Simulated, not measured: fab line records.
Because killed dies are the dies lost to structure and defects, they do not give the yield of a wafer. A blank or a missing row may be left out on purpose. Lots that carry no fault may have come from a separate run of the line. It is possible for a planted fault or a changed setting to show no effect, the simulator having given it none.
Lot-split experiment + flow n5Finfet + on a route of 1938 steps: 7 lots, 21 wafers read

SPLIT DETAILS
At N5_SD_EPI_N_ETCH_35 (etches SOC in N2/H2, overetch 108 nm, time 486 s), the setting sourceW was moved away from the recipe's 3000 W on 11 of the 21 wafers read, by -9.1% to +17.9%. All remaining wafers had this setting at the recipe value.

The reading comes from the split's own step.

THE READING
rfVppV, in V, at N5_SD_EPI_N_ETCH_35 (etches SOC in N2/H2, overetch 108 nm, time 486 s). Typical for fault-free wafers on this fab line: 241.0 V, with standard deviation 1.2 V.

| wafer  | tool, chamber at the split | sourceW as run, W | against the recipe | rfVppV, V | against lot-mates on the recipe |
|--------|----------------------------|-------------------|--------------------|-----------|---------------------------------|
| L075.1 | rieDiel-04, 0              | 3538              | +17.9%             | 226.9     | -15.1                           |
| L075.2 | rieDiel-04, 3              | 3000              | recipe             | 242.0     | -                               |
| L075.3 | rieDiel-04, 2              | 3538              | +17.9%             | 227.1     | -14.9                           |
| L076.1 | rieDiel-04, 2              | 3000              | recipe             | 242.0     | -                               |
| L076.4 | rieDiel-04, 3              | 3000              | recipe             | 242.3     | -                               |
| L076.5 | rieDiel-04, 0              | 3000              | recipe             | 239.7     | -                               |
| L085.1 | rieDiel-06, 0              | 3529              | +17.6%             | 227.8     | -13.1                           |
| L085.3 | rieDiel-06, 2              | 3529              | +17.6%             | 227.7     | -13.2                           |
| L085.6 | rieDiel-06, 1              | 3000              | recipe             | 240.9     | -                               |
| L087.1 | rieDiel-01, 0              | 3154              | +5.1%              | 238.1     | -1.7                            |
| L087.2 | rieDiel-01, 2              | 3000              | recipe             | 239.3     | -                               |
| L087.3 | rieDiel-01, 3              | 3000              | recipe             | 240.3     | -                               |
| L089.4 | rieDiel-01, 1              | 3263              | +8.8%              | 232.8     | no lot-mate on the recipe       |
| L089.5 | rieDiel-01, 1              | 3263              | +8.8%              | 233.4     | no lot-mate on the recipe       |
| L089.6 | rieDiel-01, 0              | 3263              | +8.8%              | 236.0     | no lot-mate on the recipe       |
| L090.1 | rieDiel-04, 2              | 3000              | recipe             | 241.3     | -                               |
| L090.2 | rieDiel-04, 0              | 2727              | -9.1%              | 250.8     | +9.5                            |
| L090.5 | rieDiel-04, 3              | 2727              | -9.1%              | 250.8     | +9.5                            |
| L091.3 | rieDiel-04, 2              | 3000              | recipe             | 241.0     | -                               |
| L091.4 | rieDiel-04, 0              | 3477              | +15.9%             | 231.1     | -10.9                           |
| L091.5 | rieDiel-04, 2              | 3000              | recipe             | 243.0     | -                               |

THE FIT
A straight line over all 21 wafers: rfVppV changes by -0.81 V for each +1% of sourceW; r = -0.98; the points scatter about the line by 1.3 V.
The same after taking each lot's own level away (the mean of its wafers on the recipe; 18 wafers): -0.819 V for each +1%; r = -0.99; scatter 1.2 V.
According to that fit, moving sourceW by its largest amount changes the reading by 15 V.
From 239.80 to 242.00 V: that is the span of the lots' own levels, equal to 1.8 times the standard deviation above.
The two slopes agree, so the slope changes little with the lot-to-lot level.
Check: for one of the wafers moved furthest among these (+17.9%), held out of the fit, the line's prediction against its lot-mates is -13.9 V. Against them it came out at -15.1 V.
Tool readings at the split's step, against how far the setting was moved: rfVppV r = -0.98.

THESE WAFERS: OTHER SPLITS
Before the reading, these wafers also passed through other splits. Each is held against what the fit with the lots' levels taken away leaves over:
| other split on the same wafers        | wafers away from the commonest value | r with rfVppV (lot level and that fit taken away) |
|---------------------------------------|--------------------------------------|---------------------------------------------------|
| N5_ZERO_LAYER_EXPOSE_08 doseMj        | 6                                    | -0.26                                             |
| N5_ZERO_LAYER_DEVELOP_10 developTimeS | 8                                    | +0.26                                             |
| N5_FIN_SAQP_PECVD_06 timeS            | 8                                    | -0.12                                             |
| N5_FIN_CUT_COAT_18 spinRpm            | 9                                    | -0.25                                             |
| N5_FIN_CUT_EXPOSE_05 doseMj           | 5                                    | +0.20                                             |
| N5_FIN_CUT_CUT_ETCH_15 biasW          | as run: not given for these wafers   | -                                                 |

THE WHOLE CHAIN: every reading that the file lists as answering this split, in the file's order
| step                | what it does                                     | reading                                                                          | change (the file's fit)               | r (the file's) |
|---------------------|--------------------------------------------------|----------------------------------------------------------------------------------|---------------------------------------|----------------|
| N5_SD_EPI_N_ETCH_35 | etches SOC in N2/H2, overetch 108 nm, time 486 s | rfVppV                                                                           | -0.773 V for each +1% of the setting  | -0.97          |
| N5_SD_EPI_N_ETCH_35 | etches SOC in N2/H2, overetch 108 nm, time 486 s | SD_EPI_N.cdNm (the simulator's own value, which no gauge read)                   | +0.141 nm for each +1% of the setting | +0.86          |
| N5_SD_EPI_N_ETCH_35 | etches SOC in N2/H2, overetch 108 nm, time 486 s | SiARC_of_SD_EPI_N_COAT_33.thkNm (the simulator's own value, which no gauge read) | -0.119 nm for each +1% of the setting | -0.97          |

THE FILE'S OWN FIT
rfVppV changes by -0.773 V for each +1% of sourceW, r = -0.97.
